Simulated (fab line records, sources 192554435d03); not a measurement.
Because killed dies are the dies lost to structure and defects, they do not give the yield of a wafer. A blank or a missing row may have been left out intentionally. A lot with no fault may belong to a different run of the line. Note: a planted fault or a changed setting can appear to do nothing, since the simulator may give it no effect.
A lot that was struck, set against a sound lot || flow n5Finfet || 26 out of 1938 route steps
Sound: the wafers L650.3, L650.4, L650.5. Wafers L651.4, L651.5, L651.6 were the ones struck. At the end, the cause is stated.
Order at every step that has rows: each side's tool, ch and its chambers, its first start. Under that, the readings that differ: sound wafers || struck wafers || difference of the means || sigmas: that difference in standard deviations of wafers without a fault.
alike: readings whose means differ by less than 2 such deviations, and words and numbers that are the same on both sides. not compared: withheld readings, readings that some wafer has no value for, bounds like >300 that may hide the same value, and numbers for which the record gives no deviation and whose values overlap.
The two part at a step that has a row with sigmas, a row that says differs or no value, or rows on one side only. Non-overlapping numbers with no deviation appear without sigmas and do not part them. A reading missing from all wafers of one side parts the sides only when that side holds two or more wafers.

N5_BEOL_M14_SPUTTER_45: material Cu, target thk 100 nm, time 16.67 s.
  struck on pvdSputter-01, day 14 12:06; sound on pvdSputter-02, day 14 02:53
  alike: throttleValvePct
then, 1 step without rows for these wafers: N5_BEOL_M14_ECD_47 (material Cu, target thk 1248 nm).
N5_BEOL_M14_ANNEAL_48: time 90 s.
  sound on rtpAnneal-02 ch 0, day 14 04:00; struck on rtpAnneal-01 ch 0, day 14 12:32
{"reading": "wafer_temp_C_max", "sound": "226.2 226.3 226.5", "struck": "225.5 225.8 225.5", "difference": -0.7, "sigmas": -2}
  alike: annealTempCMax
then, 1 step without rows for these wafers: N5_BEOL_M14_CMP_49 (polishes, stops on SiO2, t overpolish 5.2 s, target thk 560 nm).
N5_BEOL_M14_THK_MEAS_50: measures by xrf.
  struck on filmMetro-01, day 14 13:00; sound on filmMetro-01, day 14 04:31
  alike: M14_THK
then, 1 step without rows for these wafers: N5_BEOL_M14_PRE_CLEAN_52 (time 15 s).
N5_BEOL_M14_DEP_53: deposits SiCN from 3MS/NH3, target thk 50 nm, time 17.8 s.
  sound on pecvd-03 ch 0,1,2, day 14 04:35; struck on pecvd-02 ch 0,1,2, day 14 13:05
  alike: showerheadPlenumPTorr, throttleValvePct
N5_BEOL_M14_RS_MEAS_54: a four-point-probe measurement.
  struck on filmMetro-02, day 14 13:08; sound on filmMetro-02, day 14 04:39
  alike: M14_RS
N5_BEOL_M14_INSPECT_55: inspects for defects (darkfield).
  struck on defectInspect-01, day 14 13:09; sound on defectInspect-02, day 14 04:40
  alike: rawDefectCount
then, 1 step without rows for these wafers: N5_BEOL_M15_ILD_DEP_00 (deposits SiO2 from TEOS/O2, target thk 1629.3 nm, time 346.1 s).
N5_BEOL_M15_THK_MEAS_01:
  struck on filmMetro-01, day 14 13:26; sound on filmMetro-02, day 14 04:58
  alike: M15_ILD_THK
then, 1 step without rows for these wafers: N5_BEOL_M15_COAT_58 (time 60 s, resist thk 89 nm).
N5_BEOL_M15_COAT_04: resist thk 800 nm.
  sound on lithoTrack-04 ch 0, day 14 04:59; struck on lithoTrack-04 ch 0, day 14 13:29
{"reading": "spinSpeedRpm (rpm)", "sound": "1704.2 1704.3 1704.5", "struck": "1838.1 1837.7 1838.1", "difference": "+133.6", "sigmas": "+99 or more"}
{"reading": "model.coat_of_BEOL_M15_COAT_04.thkNm (nm)", "sound": "802.4 799.8 798.2", "struck": "769.8 770.8 772.8", "difference": -29.0, "sigmas": ""}
  alike: resistLineTempC
then, 6 steps without rows for these wafers: N5_BEOL_M15_EBR_06; N5_BEOL_M15_SOFTBAKE_05 (time 60 s); N5_BEOL_M15_EXPOSE_07 (exposes mask V14); N5_BEOL_M15_PEB_08 (peb time 90 s); N5_BEOL_M15_DEVELOP_09 (develop time 45 s); N5_BEOL_M15_HARDBAKE_14 (time 120 s).
N5_BEOL_M15_CD_MEAS_10: target cd 360 nm.
  sound on cdSem-01 ch 0, day 14 05:16; struck on cdSem-02 ch 0, day 14 13:45
  alike: cdNm
N5_BEOL_M15_OVL_MEAS_11:
  sound on overlay-01 ch 0, day 14 05:17; struck on overlay-01 ch 0, day 14 13:47
  alike: V14_OVL
N5_BEOL_M15_INSPECT_12: inspects for defects (macro).
  struck on defectInspect-02, day 14 13:48; sound on defectInspect-01, day 14 05:19
  alike: rawDefectCount
N5_BEOL_M15_DESCUM_15: chemistry O2, time 7.9 s.
  sound on rieDiel-06 ch 1,3, day 14 05:27; struck on rieDiel-06 ch 0,1, day 14 13:50
  alike: drypumpMotorCurrentA, oesProductAu, rfVppV, showerheadPlenumPTorr, tempC, throttleValvePct
  not compared: rfHoursCounterH
then, 1 step without rows for these wafers: N5_BEOL_M15_ETCH_59 (etches BARC in N2/H2, target depth 89 nm, overetch 26.7 nm, time 67.9 s).
N5_BEOL_M15_VIA_ETCH_16: etches SiO2 in C4F8/O2/Ar, target depth 1792.2 nm.
  sound on rieDiel-06 ch 1,3, day 14 05:32; struck on rieDiel-06 ch 0,1, day 14 13:55
{"reading": "model.coat_of_BEOL_M15_COAT_04.thkNm (nm)", "sound": "333 339.4 327", "struck": "294.8 298 308.2", "difference": -32.8, "sigmas": ""}
  alike: biasW, drypumpMotorCurrentA, mfcArSccm, oesProductAu, rfVppV, showerheadPlenumPTorr, throttleValvePct
N5_BEOL_M15_STRIP_63: strips in O2.
  sound: rieDiel-06 ch 1,3; struck: rieDiel-06 ch 0,1
  alike: drypumpMotorCurrentA, oesProductAu, rfVppV, showerheadPlenumPTorr, tempC, throttleValvePct
  not compared: rfHoursCounterH

== WHERE THEY PART ==
Earliest at N5_BEOL_M14_ANNEAL_48; latest, in this record, at N5_BEOL_M15_COAT_04. Later steps at which nothing parts them and some readings are alike: N5_BEOL_M15_CD_MEAS_10, N5_BEOL_M15_OVL_MEAS_11, N5_BEOL_M15_INSPECT_12, N5_BEOL_M15_DESCUM_15, N5_BEOL_M15_VIA_ETCH_16, N5_BEOL_M15_STRIP_63.

WHY: the cause the simulator had injected
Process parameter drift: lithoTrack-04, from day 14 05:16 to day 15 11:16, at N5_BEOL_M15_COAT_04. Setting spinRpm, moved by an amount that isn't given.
